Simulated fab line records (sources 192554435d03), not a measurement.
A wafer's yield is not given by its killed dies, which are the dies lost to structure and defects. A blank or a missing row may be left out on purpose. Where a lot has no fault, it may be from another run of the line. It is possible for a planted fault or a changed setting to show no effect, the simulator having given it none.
Which tool is to blame?	flow n5Finfet	Sampling: 24 lots, 72 wafers, 6 of 1938 route steps

WHAT THE GAUGES SHOWED, per wafer
The record holds no reading of a measuring or inspecting step that can be judged against a usual standard deviation.

EACH LOT AND THE TOOL THAT RAN IT (in order: tool; ch and the chambers of the sampled wafers; start)
lot	N5_BEOL_M9_STRIP_19	N5_BEOL_M9_ETCH_66	N5_BEOL_M9_CURE_72	N5_BEOL_M9_PRE_CLEAN_45	N5_BEOL_M10_CURE_71	N5_BEOL_M10_STRIP_67
L074	rieDiel-03 ch 0,1, day 9 19:34	rieDiel-06 ch 0,1,3, day 9 21:40	uvCure-01 ch 1, day 9 22:20	pvdSputter-01, day 9 22:40	uvCure-03 ch 1, day 10 02:01	rieDiel-04 ch 0,1,2, day 10 03:32
L075	rieDiel-03 ch 1,2,3, day 10 05:16	rieDiel-06 ch 0,2,3, day 10 08:04	uvCure-01 ch 1, day 10 08:38	pvdSputter-01, day 10 09:20	uvCure-02 ch 2, day 10 12:28	rieDiel-01 ch 0,2, day 10 15:05
L076	rieDiel-05 ch 1,2, day 10 15:45	rieDiel-06 ch 0,1,3, day 10 17:04	uvCure-01 ch 1, day 10 17:44	pvdSputter-01, day 10 18:03	uvCure-02 ch 0, day 10 19:55	rieDiel-02 ch 2,3, day 10 22:23
L077	rieDiel-03 ch 0,1,2, day 10 15:56	rieDiel-03 ch 1,3, day 10 17:17	uvCure-03 ch 2, day 10 17:58	pvdSputter-01, day 10 18:27	uvCure-01 ch 0, day 10 22:03	rieDiel-02 ch 0,1,3, day 11 01:33
L078	rieDiel-06 ch 2,3, day 10 19:29	rieDiel-05 ch 2,3, day 10 20:37	uvCure-02 ch 2, day 10 21:17	pvdSputter-02, day 10 21:46	uvCure-02 ch 0, day 11 00:39	rieDiel-04 ch 0,1, day 11 02:27
L079	rieDiel-05 ch 0,3, day 11 15:10	rieDiel-06 ch 3, day 13 09:40	uvCure-02 ch 2, day 13 10:56	pvdSputter-03, day 13 11:16	uvCure-02 ch 0, day 13 12:59	rieDiel-04 ch 0,2,3, day 13 15:07
L081	rieDiel-03 ch 0,1,3, day 11 18:08	rieDiel-05 ch 0,1,2, day 11 19:02	uvCure-02 ch 0, day 11 19:37	pvdSputter-01, day 11 20:10	uvCure-02 ch 2, day 12 00:19	rieDiel-02 ch 0,2,3, day 12 02:18
L080	rieDiel-05 ch 0,1,3, day 11 20:01	rieDiel-05 ch 0,1,2, day 11 21:09	uvCure-03 ch 1, day 11 21:43	pvdSputter-02, day 11 22:14	uvCure-03 ch 2, day 12 01:26	rieDiel-04 ch 0,2,3, day 12 04:43
L082	rieDiel-03 ch 0,2,3, day 12 06:58	rieDiel-03 ch 0,1,2, day 12 11:30	uvCure-01 ch 0, day 12 12:22	pvdSputter-03, day 12 12:44	uvCure-03 ch 0, day 12 14:37	rieDiel-04 ch 0,2,3, day 12 15:48
L083	rieDiel-05 ch 1,2,3, day 12 15:40	rieDiel-05 ch 0,2,3, day 12 18:31	uvCure-03 ch 0, day 12 19:12	pvdSputter-02, day 12 19:28	uvCure-01 ch 0, day 12 21:14	rieDiel-01 ch 0,3, day 12 22:29
L084	rieDiel-03 ch 1,3, day 12 16:23	rieDiel-05 ch 1,2,3, day 12 22:23	uvCure-01 ch 1, day 12 22:58	pvdSputter-01, day 13 02:38	uvCure-01 ch 2, day 13 04:32	rieDiel-04 ch 0,1,3, day 13 07:19
L087	rieDiel-06 ch 0,2,3, day 13 11:42	rieDiel-03 ch 0,1, day 13 13:49	uvCure-02 ch 1, day 13 14:23	pvdSputter-03, day 13 14:44	uvCure-01 ch 0, day 13 17:16	rieDiel-04 ch 1,3, day 13 20:38
L086	rieDiel-06 ch 0,1,2, day 13 11:45	rieDiel-05 ch 0,1,2, day 13 13:50	uvCure-01 ch 2, day 13 14:32	pvdSputter-03, day 13 14:54	uvCure-03 ch 2, day 13 17:23	rieDiel-01 ch 0,1,2, day 13 20:38
L085	rieDiel-03 ch 0,2,3, day 13 11:57	rieDiel-06 ch 0,2,3, day 13 13:27	uvCure-02 ch 2, day 13 14:06	pvdSputter-01, day 13 14:31	uvCure-02 ch 1, day 13 16:43	rieDiel-02 ch 0,1,2, day 13 18:32
L089	rieDiel-05 ch 0,2,3, day 14 03:46	rieDiel-05 ch 1,2, day 14 04:47	uvCure-02 ch 2, day 14 05:27	pvdSputter-02, day 14 06:20	uvCure-03 ch 2, day 14 08:44	rieDiel-02 ch 0,1,3, day 14 12:14
L088	rieDiel-03 ch 0,2,3, day 14 06:16	rieDiel-03 ch 1,3, day 14 10:43	uvCure-03 ch 1, day 14 11:18	pvdSputter-03, day 14 11:53	uvCure-03 ch 2, day 14 13:36	rieDiel-02 ch 0,2,3, day 14 19:26
L090	rieDiel-06 ch 0,1,3, day 14 12:07	rieDiel-06 ch 0,2, day 14 18:26	uvCure-02 ch 1, day 14 19:04	pvdSputter-03, day 14 19:47	uvCure-01 ch 1, day 14 21:43	rieDiel-01 ch 1,3, day 15 01:08
L093	rieDiel-03 ch 0,1,2, day 14 12:29	rieDiel-06 ch 0,1,3, day 14 18:59	uvCure-02 ch 2, day 14 19:36	pvdSputter-03, day 14 19:56	uvCure-03 ch 2, day 14 21:52	rieDiel-04 ch 1,3, day 15 01:38
L091	rieDiel-06 ch 0,3, day 14 12:35	rieDiel-03 ch 1,2,3, day 14 18:23	uvCure-01 ch 0, day 14 19:01	pvdSputter-03, day 14 19:20	uvCure-03 ch 2, day 14 21:16	rieDiel-02 ch 1,3, day 15 00:49
L096	rieDiel-05 ch 1,3, day 16 01:29	rieDiel-06 ch 0,2, day 16 04:59	uvCure-02 ch 1, day 16 05:48	pvdSputter-03, day 16 06:10	uvCure-02 ch 2, day 16 10:08	rieDiel-02 ch 1,2,3, day 16 12:08
L092	rieDiel-06 ch 0,2, day 16 06:33	rieDiel-05 ch 0,1, day 16 08:44	uvCure-02 ch 2, day 16 09:29	pvdSputter-01, day 16 09:56	uvCure-03 ch 1, day 16 12:37	rieDiel-01 ch 0,1,3, day 16 14:48
L097	rieDiel-03 ch 0,1,2, day 16 10:38	rieDiel-03 ch 1,3, day 16 11:47	uvCure-01 ch 0, day 16 12:25	pvdSputter-01, day 16 13:13	uvCure-02 ch 2, day 16 15:17	rieDiel-02 ch 0,1,2, day 16 17:54
L094	rieDiel-05 ch 0,1,3, day 16 11:43	rieDiel-05 ch 1,3, day 16 12:52	uvCure-02 ch 0, day 16 13:32	pvdSputter-02, day 16 14:14	uvCure-03 ch 1, day 16 16:19	rieDiel-02 ch 2,3, day 16 18:12
L095	rieDiel-06 ch 1,3, day 16 12:27	rieDiel-03 ch 1,2,3, day 16 13:02	uvCure-02 ch 1, day 16 13:47	pvdSputter-02, day 16 14:19	uvCure-01 ch 1, day 16 16:49	rieDiel-02 ch 1,2,3, day 16 18:32
- N5_BEOL_M9_STRIP_19: strips in O2.
- N5_BEOL_M9_ETCH_66: etches SOC in N2/H2, target depth 80 nm, overetch 16 nm, time 120 s.
- N5_BEOL_M9_CURE_72: cures SiCOH lowk, time 120 s.
- N5_BEOL_M9_PRE_CLEAN_45: time 30 s.
- N5_BEOL_M10_CURE_71: cures SiCOH lowk, time 240 s.
- N5_BEOL_M10_STRIP_67: strips in CF4.

AS READ BY THE TOOLS THEMSELVES (means over the sampled wafers that have a number; for cases with no such wafer, the mark the record gives instead)
N5_BEOL_M9_STRIP_19.
lot	tool	drypumpMotorCurrentA (A)	oesProductAu (a.u.)	rfVppV (V)	showerheadPlenumPTorr (Torr)	throttleValvePct (%)
L074	rieDiel-03	5.86	0.83	3.0	2.16	16.53
L075	rieDiel-03	5.82	0.79	3.5	2.14	16.51
L076	rieDiel-05	5.95	0.69	3.0	2.11	17.05
L077	rieDiel-03	5.89	0.82	3.8	2.18	16.44
L078	rieDiel-06	5.82	0.77	4.0	2.07	16.68
L079	rieDiel-05	5.62	0.88	4.0	2.12	16.37
L081	rieDiel-03	5.80	0.78	4.0	2.12	16.62
L080	rieDiel-05	5.73	0.82	3.6	2.14	16.59
L082	rieDiel-03	5.57	0.83	3.3	2.12	16.60
L083	rieDiel-05	5.87	0.74	4.0	2.08	16.87
L084	rieDiel-03	6.02	0.71	3.4	2.12	16.60
L087	rieDiel-06	5.94	0.75	4.0	2.05	16.65
L086	rieDiel-06	5.78	0.72	4.6	2.11	16.85
L085	rieDiel-03	5.59	0.81	3.8	2.12	16.61
L089	rieDiel-05	5.77	0.80	3.3	2.07	16.55
L088	rieDiel-03	5.59	0.81	3.1	2.12	16.63
L090	rieDiel-06	5.80	0.74	3.4	2.08	16.64
L093	rieDiel-03	5.89	0.78	4.2	2.17	16.53
L091	rieDiel-06	6.03	0.72	3.8	2.04	16.63
L096	rieDiel-05	5.82	0.92	3.9	2.14	16.63
L092	rieDiel-06	6.01	0.69	3.4	2.05	16.85
L097	rieDiel-03	5.89	0.77	4.1	2.17	16.54
L094	rieDiel-05	5.71	0.88	3.5	2.12	16.48
L095	rieDiel-06	5.71	0.77	3.2	2.07	16.51

N5_BEOL_M9_ETCH_66.
lot	tool	drypumpMotorCurrentA (A)	n2FlowSccm (sccm)	oesProductAu (a.u.)	rfFwdPowerW (W)	rfVppV (V)	showerheadPlenumPTorr (Torr)	throttleValvePct (%)
L074	rieDiel-06	5.79	200.3	0.59	833.2	524.1	2.53	17.7
L075	rieDiel-06	5.93	200.0	0.58	837.9	523.4	2.50	17.8
L076	rieDiel-06	5.80	200.2	0.58	834.8	523.7	2.53	17.7
L077	rieDiel-03	6.04	200.2	0.57	835.8	524.9	2.58	17.7
L078	rieDiel-05	5.90	200.3	0.58	834.4	522.2	2.47	18.0
L079	rieDiel-06	5.86	200.4	0.63	836.6	521.6	2.45	17.3
L081	rieDiel-05	5.88	199.9	0.57	835.3	523.3	2.54	17.9
L080	rieDiel-05	5.87	200.0	0.57	832.4	523.2	2.54	17.9
L082	rieDiel-03	5.88	199.8	0.61	832.5	525.9	2.64	17.7
L083	rieDiel-05	5.77	200.0	0.62	835.7	523.4	2.53	17.7
L084	rieDiel-05	5.87	200.2	0.56	834.3	523.2	2.53	18.0
L087	rieDiel-03	5.86	200.3	0.60	832.3	525.1	2.60	17.8
L086	rieDiel-05	5.86	199.7	0.57	835.6	523.7	2.54	18.0
L085	rieDiel-06	5.92	200.2	0.58	835.8	522.3	2.49	17.8
L089	rieDiel-05	5.96	199.9	0.52	836.5	524.0	2.54	18.3
L088	rieDiel-03	5.74	200.0	0.57	836.9	523.2	2.52	18.0
L090	rieDiel-06	5.93	200.4	0.55	835.6	521.9	2.52	18.1
L093	rieDiel-06	5.78	200.4	0.57	836.6	523.5	2.52	17.7
L091	rieDiel-03	5.85	199.5	0.57	836.0	524.8	2.58	17.8
L096	rieDiel-06	5.92	200.3	0.54	835.6	522.5	2.52	18.1
L092	rieDiel-05	5.82	199.4	0.70	835.8	524.9	2.60	17.6
L097	rieDiel-03	6.03	200.3	0.54	835.7	525.3	2.56	17.8
L094	rieDiel-05	5.73	200.5	0.66	833.1	525.4	2.57	17.7
L095	rieDiel-03	5.85	200.2	0.57	836.7	524.2	2.58	17.8

N5_BEOL_M9_CURE_72.
lot	tool	lampPowerPct (%)	wafer_temp_C_max
L074	uvCure-01	52.30	372.3
L075	uvCure-01	52.32	372.0
L076	uvCure-01	52.37	372.1
L077	uvCure-03	52.28	372.1
L078	uvCure-02	52.32	371.6
L079	uvCure-02	52.37	371.7
L081	uvCure-02	52.28	373.1
L080	uvCure-03	52.31	372.0
L082	uvCure-01	52.31	371.3
L083	uvCure-03	52.35	372.1
L084	uvCure-01	52.28	371.7
L087	uvCure-02	52.40	371.1
L086	uvCure-01	52.30	372.3
L085	uvCure-02	52.22	371.9
L089	uvCure-02	52.33	371.8
L088	uvCure-03	52.32	371.7
L090	uvCure-02	52.36	370.9
L093	uvCure-02	52.32	371.8
L091	uvCure-01	52.30	371.2
L096	uvCure-02	52.30	370.7
L092	uvCure-02	52.33	371.9
L097	uvCure-01	52.31	370.7
L094	uvCure-02	52.34	373.1
L095	uvCure-02	52.34	370.9

N5_BEOL_M9_PRE_CLEAN_45.
lot	tool	heaterPowerW (W)
L074	pvdSputter-01	324
L075	pvdSputter-01	323
L076	pvdSputter-01	312
L077	pvdSputter-01	329
L078	pvdSputter-02	295
L079	pvdSputter-03	396
L081	pvdSputter-01	336
L080	pvdSputter-02	317
L082	pvdSputter-03	324
L083	pvdSputter-02	312
L084	pvdSputter-01	334
L087	pvdSputter-03	394
L086	pvdSputter-03	337
L085	pvdSputter-01	338
L089	pvdSputter-02	311
L088	pvdSputter-03	308
L090	pvdSputter-03	323
L093	pvdSputter-03	360
L091	pvdSputter-03	354
L096	pvdSputter-03	340
L092	pvdSputter-01	321
L097	pvdSputter-01	326
L094	pvdSputter-02	325
L095	pvdSputter-02	334

N5_BEOL_M10_CURE_71.
lot	tool	lampPowerPct (%)	wafer_temp_C_max
L074	uvCure-03	52.28	387.1
L075	uvCure-02	52.28	387.1
L076	uvCure-02	52.28	388.0
L077	uvCure-01	52.30	385.9
L078	uvCure-02	52.30	387.8
L079	uvCure-02	52.27	388.0
L081	uvCure-02	52.28	387.2
L080	uvCure-03	52.30	387.3
L082	uvCure-03	52.31	387.7
L083	uvCure-01	52.36	385.9
L084	uvCure-01	52.27	387.5
L087	uvCure-01	52.29	386.0
L086	uvCure-03	52.31	387.7
L085	uvCure-02	52.31	385.6
L089	uvCure-03	52.31	387.3
L088	uvCure-03	52.31	387.6
L090	uvCure-01	52.31	387.3
L093	uvCure-03	52.29	387.6
L091	uvCure-03	52.27	387.9
L096	uvCure-02	52.30	386.4
L092	uvCure-03	52.35	386.6
L097	uvCure-02	52.33	386.5
L094	uvCure-03	52.29	386.2
L095	uvCure-01	52.33	387.3

N5_BEOL_M10_STRIP_67.
lot	tool	drypumpMotorCurrentA (A)	oesProductAu (a.u.)	rfVppV (V)	showerheadPlenumPTorr (Torr)	throttleValvePct (%)
L074	rieDiel-04	5.4	0.82	271.4	1.77	13.50
L075	rieDiel-01	6.0	0.79	271.0	1.77	13.64
L076	rieDiel-02	5.8	0.81	271.0	1.79	13.54
L077	rieDiel-02	5.7	0.72	271.9	1.79	13.63
L078	rieDiel-04	5.6	0.78	270.5	1.74	13.61
L079	rieDiel-04	5.4	0.81	271.5	1.79	13.52
L081	rieDiel-02	5.6	0.75	271.8	1.79	13.62
L080	rieDiel-04	5.4	0.82	270.9	1.79	13.49
L082	rieDiel-04	5.4	0.82	271.7	1.79	13.49
L083	rieDiel-01	6.2	0.76	270.0	1.73	13.62
L084	rieDiel-04	5.7	0.79	270.8	1.76	13.60
L087	rieDiel-04	5.4	0.76	269.5	1.75	13.63
L086	rieDiel-01	5.6	0.78	271.0	1.81	13.57
L085	rieDiel-02	5.7	0.74	269.8	1.74	13.77
L089	rieDiel-02	5.7	0.71	269.9	1.78	13.69
L088	rieDiel-02	5.6	0.74	270.2	1.79	13.65
L090	rieDiel-01	5.8	0.77	271.0	1.77	13.53
L093	rieDiel-04	5.4	0.75	270.0	1.75	13.66
L091	rieDiel-02	6.0	0.72	270.7	1.80	13.54
L096	rieDiel-02	5.9	0.74	270.3	1.77	13.67
L092	rieDiel-01	5.8	0.77	271.4	1.77	13.61
L097	rieDiel-02	5.7	0.83	269.9	1.74	13.64
L094	rieDiel-02	5.8	0.77	269.8	1.77	13.65
L095	rieDiel-02	5.9	0.74	270.7	1.76	13.68

THE ANSWER, worked out from the rows above alone
Rule: usual is defined by the lots themselves. The widest of any qualifying gaps counts: lots, ordered by their means at a reading, are off when they make up no more than a third of the lots, leave a main group of 4 or more, and stand apart from it by 3 or more times the standard deviation of that group's means. A main group is skipped when, at the precision printed for the reading in the tables above, its means are all equal. Also off: a lot with no number at a reading for which 4 or more lots have one. Any other lot the step has rows for is counted as sound. The gauges are gone through in route order, then the tools' own readings, and for those a lot's mean is taken as printed above. At the first step where some lot is off, the reading lying furthest off is the one used; lots without a number count as furthest.
None of the lots is off at any reading shown; this tells nothing.

WHAT THE SIMULATOR HAD PUT IN
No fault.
